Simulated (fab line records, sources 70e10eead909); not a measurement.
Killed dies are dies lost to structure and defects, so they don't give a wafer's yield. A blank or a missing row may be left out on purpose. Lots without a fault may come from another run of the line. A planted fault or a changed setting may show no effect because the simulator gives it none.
fab line records | flow nand_harc
record lots=14 wafers=42 last_day=33
route steps=1302 shown P_M0@279 P_M1@305
lots that met no fault: from a run of the same line without faults
start_h: hours from the record's first day to the start of the lot's first wafer shown | wait_h: hours since the lot's step before | " the same as in the row above | L1.1+2: a row that stands for several wafers | - no value, or no start given | * or withheld: withheld | < > ~ a bound
route shown NAME@n: a module of which the file shows steps, and the number in the route of the first | usual: mean/standard deviation of fault-free wafers | same: alike in all rows | chamber/n: place in a boat | sites: the reading at each site | _std_site: their standard deviation | _edge_site: outer sites' mean less inner sites' | radius_mm: how far each site lies from the wafer's centre | mask NAME#n: copy n | behind: the tool/chamber that last shaped the wafer | hold: why the lot was held/for how many hours/how that ended | device: the transistor (n, p or np) that didn't switch | end of line: the same wafers' tests at the end of the route | a step without rows: its recipe alone | killed: dies lost to structure and defects at the first sort, not the wafer's yield | map: a wafer's dies, x killed, . not, _ none there
set.NAME: the setting as run; set.NAME@STEP: as run at that earlier step | model.NAME: the simulator's own value behind a step, which no gauge read
steps of the route over a sample of lots; a table a step, a row a wafer
services: from which hour (start_h, from the record's first day; less than 0 if before it) a tool's chamber was out of use, for how many hours, and why
## steps
# step NHARC_P_M0_THK_MEAS_24
# recipe thk_meas_gauge=xrf
# usual thk_nm=117.9/1.6
# columns lot.wafer tool chamber start_h wait_h thk_nm
L623.1 film_metro-02 - 126.69 - 118.3
L623.2 " - " " 118.0
L623.5 " - " " 117.5
L625.3 film_metro-02 - 139.29 - 117.2
L625.4 " - " " 116.8
L625.5 " - " " 118.0
L626.2 film_metro-01 - 152.25 - 116.8
L626.3 " - " " 117.5
L626.5 " - " " 118.1
L628.1 film_metro-01 - 172.96 - 117.1
L628.3 " - " " 116.3
L628.4 " - " " 117.1
L634.4 film_metro-02 - 230.88 - 119.4
L634.5 " - " " 119.4
L634.6 " - " " 117.4
L635.3 film_metro-02 - 242.26 - 118.4
L635.4 " - " " 120.0
L635.6 " - " " 121.3
L636.2 film_metro-02 - 253.43 - 119.2
L636.5 " - " " 119.5
L636.6 " - " " 117.5
L637.1 film_metro-02 - 271.71 - 118.5
L637.4 " - " " 116.8
L637.5 " - " " 118.3
L638.1 film_metro-02 - 272.38 - 115.1
L638.3 " - " " 117.6
L638.6 " - " " 116.3
L639.3 film_metro-01 - 289.58 - 116.3
L639.4 " - " " 114.3
L639.5 " - " " 113.8
L640.2 film_metro-01 - 298.83 - 117.4
L640.3 " - " " 116.6
L640.6 " - " " 117.9
L643.1 film_metro-01 - 325.06 - 118.1
L643.2 " - " " 117.2
L643.5 " - " " 120.0
L645.3 film_metro-02 - 360.31 - 121.0
L645.5 " - " " 119.8
L645.6 " - " " 119.0
L646.3 film_metro-01 - 361.46 - 116.7
L646.4 " - " " 115.7
L646.6 " - " " 117.2
# step NHARC_P_M1_DEGAS_29
# recipe temp_c=250 time_s=60
# usual heater_power_w=319/40
# same time_s=60
# columns lot.wafer tool chamber start_h wait_h heater_power_w
L623.2 pvd_sputter-01 - 129.44 - 283
L623.1 " - " " 289
L623.5 " - " " 291
L625.4 pvd_sputter-02 - 142.41 - 269
L625.3 " - " " 303
L625.5 " - " " 314
L626.3 pvd_sputter-03 - 155.00 - 357
L626.2 " - " " 287
L626.5 " - " " 369
L628.3 pvd_sputter-02 - 175.83 - 307
L628.4 " - " " 299
L628.1 " - " " 334
L634.4 pvd_sputter-03 - 233.77 - 357
L634.6 " - " " 307
L634.5 " - " " 396
L635.3 pvd_sputter-01 - 244.88 - 298
L635.4 " - " " 348
L635.6 " - " " 361
L636.2 pvd_sputter-03 - 256.19 - 342
L636.6 " - " " 347
L636.5 " - " " 307
L637.1 pvd_sputter-02 - 274.44 - 268
L637.4 " - " " 314
L637.5 " - " " 263
L638.3 pvd_sputter-01 - 275.14 - 281
L638.1 " - " " 363
L638.6 " - " " 397
L639.3 pvd_sputter-02 - 292.34 - 291
L639.4 " - " " 328
L639.5 " - " " 310
L640.2 pvd_sputter-03 - 301.67 - 340
L640.3 " - " " 300
L640.6 " - " " 306
L643.2 pvd_sputter-03 - 327.76 - 392
L643.1 " - " " 344
L643.5 " - " " 396
L646.3 pvd_sputter-03 - 364.23 - 390
L646.4 " - " " 302
L646.6 " - " " 389
L645.3 pvd_sputter-01 - 364.45 - 383
L645.6 " - " " 292
L645.5 " - " " 359
# step NHARC_P_M1_PVD_20
# recipe target_thk_a=50 bias_v=168.6 power_w=15000 chamber_pressure_pa=0.12 time_s=8.06 substrate_temp_c=50 material=TaN
# usual bias_v=168.8/1.5 cathode_dc_power_W=15000/2.7 throttle_valve_pct=30.5/0.79 time_s=8.06/0
# columns lot.wafer tool chamber start_h wait_h bias_v cathode_dc_power_W throttle_valve_pct time_s
L623.2 pvd_sputter-01 - 129.54 - 168.4 15002 31.2 8.06
L623.1 " - " " 171.0 14997 30.5 8.06
L623.5 " - " " 168.1 15000 30.6 8.06
L625.4 pvd_sputter-02 - 142.52 - 169.3 15004 31.9 8.06
L625.3 " - " " 168.6 14999 30.7 8.06
L625.5 " - " " 170.3 14999 32.0 8.06
L626.3 pvd_sputter-03 - 155.11 - 167.2 15006 30.0 8.06
L626.2 " - " " 166.7 15007 30.0 8.06
L626.5 " - " " 170.4 15004 29.3 8.06
L628.1 pvd_sputter-02 - 175.98 - 170.3 14999 30.7 8.06
L628.3 " - " " 168.9 15001 30.0 8.06
L628.4 " - " " 168.0 15001 31.8 8.06
L634.4 pvd_sputter-03 - 233.90 - - - - -
L634.5 " - " " - - - -
L634.6 " - " " - - - -
L635.3 pvd_sputter-01 - 244.99 - - - - -
L635.4 " - " " - - - -
L635.6 " - " " - - - -
L636.2 pvd_sputter-03 - 256.34 - 169.2 15000 31.5 8.06
L636.5 " - " " 167.2 14996 29.8 8.06
L636.6 " - " " 167.1 15000 29.8 8.06
L637.4 pvd_sputter-02 - 274.56 - 169.0 15001 30.7 8.06
L637.1 " - " " 167.5 14997 31.8 8.06
L637.5 " - " " 169.3 15001 29.9 8.06
L638.1 pvd_sputter-01 - 275.25 - 168.2 14998 31.6 8.06
L638.3 " - " " 165.4 14995 32.1 8.06
L638.6 " - " " 170.2 14999 29.3 8.06
L639.4 pvd_sputter-02 - 292.48 - 169.2 15004 30.8 8.06
L639.3 " - " " 169.3 15000 31.1 8.06
L639.5 " - " " 167.4 15001 30.3 8.06
L640.3 pvd_sputter-03 - 301.79 - 169.3 15001 29.8 8.06
L640.2 " - " " 169.4 14999 29.9 8.06
L640.6 " - " " 169.1 15003 29.9 8.06
L643.1 pvd_sputter-03 - 327.88 - 169.1 14998 29.9 8.06
L643.2 " - " " 167.8 15002 31.3 8.06
L643.5 " - " " 172.9 15000 29.9 8.06
L646.4 pvd_sputter-03 - 364.36 - 169.4 14998 30.1 8.06
L646.3 " - " " 169.7 15000 30.1 8.06
L646.6 " - " " 168.6 15000 30.0 8.06
L645.3 pvd_sputter-01 - 364.55 - 171.9 15000 31.4 8.06
L645.6 " - " " 168.9 15001 31.7 8.06
L645.5 " - " " 168.1 15002 29.3 8.06
# step NHARC_P_M1_INSPECT_27
# usual raw_defect_count=337/140
# columns lot.wafer tool chamber start_h wait_h raw_defect_count
L623.1 defect_inspect-01 - 131.00 0.0 403
L623.2 " - " " 248
L623.5 " - " " 498
L625.3 defect_inspect-01 - 143.98 0.0 179
L625.4 " - " " 387
L625.5 " - " " 238
L626.2 defect_inspect-01 - 156.56 0.0 397
L626.3 " - " " 202
L626.5 " - " " 265
L628.1 defect_inspect-02 - 177.43 0.0 366
L628.3 " - " " 230
L628.4 " - " " 393
L634.4 defect_inspect-01 - 235.31 0.0 346
L634.5 " - " " 237
L634.6 " - " " 379
L635.3 defect_inspect-02 - 246.43 0.0 657
L635.4 " - " " 540
L635.6 " - " " 328
L636.2 defect_inspect-02 - 258.01 0.0 256
L636.5 " - " " 362
L636.6 " - " " 237
L637.1 defect_inspect-01 - 276.04 0.0 367
L637.4 " - " " 283
L637.5 " - " " 231
L638.1 defect_inspect-02 - 276.69 0.0 277
L638.3 " - " " 374
L638.6 " - " " 401
L639.3 defect_inspect-02 - 293.90 0.0 611
L639.4 " - " " 312
L639.5 " - " " 278
L640.2 defect_inspect-01 - 303.22 0.0 250
L640.3 " - " " 422
L640.6 " - " " 299
L643.1 defect_inspect-02 - 329.34 0.0 411
L643.2 " - " " 370
L643.5 " - " " 267
L646.3 defect_inspect-01 - 365.78 0.0 183
L646.4 " - " " 241
L646.6 " - " " 334
L645.3 defect_inspect-02 - 366.00 0.0 344
L645.5 " - " " 257
L645.6 " - " " 380
## services
# columns tool chamber start_h hours kind
pvd_sputter-03 - 170.00 10.0 pm
pvd_sputter-01 - 174.35 4.4 repair
pvd_sputter-03 - 221.26 2.6 repair
pvd_sputter-01 - 234.51 10.0 pm
pvd_sputter-01 - 278.15 4.0 repair
pvd_sputter-02 - 282.00 10.0 pm
pvd_sputter-01 - 293.30 3.2 repair
pvd_sputter-03 - 348.00 10.0 pm
pvd_sputter-03 - 362.61 1.3 repair
## key
first_sign step=NHARC_P_M1_PVD_20 reading=tool_record direction=missing
effect none on later readings
met_at NHARC_P_M1_PVD_20
struck_lots L634,L635
later_rows_left_out L634.4,L634.5,L634.6,L635.3,L635.4,L635.6
sort_left_out L634.4,L634.5,L634.6,L635.3,L635.4,L635.6
not_acting_at NHARC_P_M0_THK_MEAS_24,NHARC_P_M1_DEGAS_29,NHARC_P_M1_INSPECT_27
onset_between 155.11 233.90
fault kind=skipped_step_whole tool=pvd_sputter-01,pvd_sputter-03 chamber=- onset_h=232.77 steps=NHARC_P_M1_PVD_20 scope=struck_lots_only
# sort_left_out: the simulated sort isn't trusted on such a fault, so these wafers' sort isn't shown, and their yield isn't known
# later_rows_left_out: the simulator's readings of these wafers behind a module that went badly wrong aren't trusted and aren't shown, but for the sort
